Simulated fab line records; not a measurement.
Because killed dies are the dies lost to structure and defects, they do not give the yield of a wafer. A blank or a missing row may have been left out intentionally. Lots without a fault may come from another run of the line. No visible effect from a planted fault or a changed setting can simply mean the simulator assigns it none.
What tool caused it? | flow n5 finfet | route of 1938 steps, sampled at 1 step: 11 lots, 33 wafers

== WHAT THE GAUGES SHOWED, per wafer ==
N5_BEOL_M0_CUTY_CD_MEAS_57 targets a cd of 200 nm.
lot  | measured     | on        | cd nm (nm)
L075 | day 6 06:34  | cd sem-03 | 198.7 199.4 198.9
L079 | day 7 03:34  | cd sem-03 | 202.2 201.7 202.5
L081 | day 7 09:48  | cd sem-02 | 201.3 200.2 199.5
L083 | day 8 00:04  | cd sem-01 | 198.9 199.8 198.9
L084 | day 8 11:49  | cd sem-02 | 199.6 198.8 200.5
L087 | day 9 01:08  | cd sem-01 | 199.9 200.6 199.8
L089 | day 9 10:17  | cd sem-02 | 198.8 198.9 198.4
L091 | day 9 22:26  | cd sem-01 | 199.0 200.2 199.8
L093 | day 10 10:41 | cd sem-01 | 201.0 200.9 200.5
L095 | day 11 05:17 | cd sem-01 | 200.4 199.5 201.0
L097 | day 11 12:30 | cd sem-03 | 201.0 201.4 201.4

== EACH LOT AND THE TOOL THAT RAN IT (in order: tool; ch and the chambers of the sampled wafers; start) ==
The record holds no process step before these readings.

== THE ANSWER, worked out from the rows above alone ==
Rule: usual is defined by the lots themselves. Put in order of their means at a reading, lots are off if they are a third of the lots or fewer, leave a main group of 4 or more, and stand apart from it by a gap of 3 or more times the standard deviation of the main group's means; of several such gaps the widest counts. If all means in a main group match to the digits the tables above print for the reading, that group is not used. Also off: a lot with no number at a reading for which 4 or more lots have one. Any other lot the step has rows for is counted as sound.
Across all readings shown, no lot is off: no conclusion can be drawn from this.

== WHAT THE SIMULATOR HAD INSERTED ==
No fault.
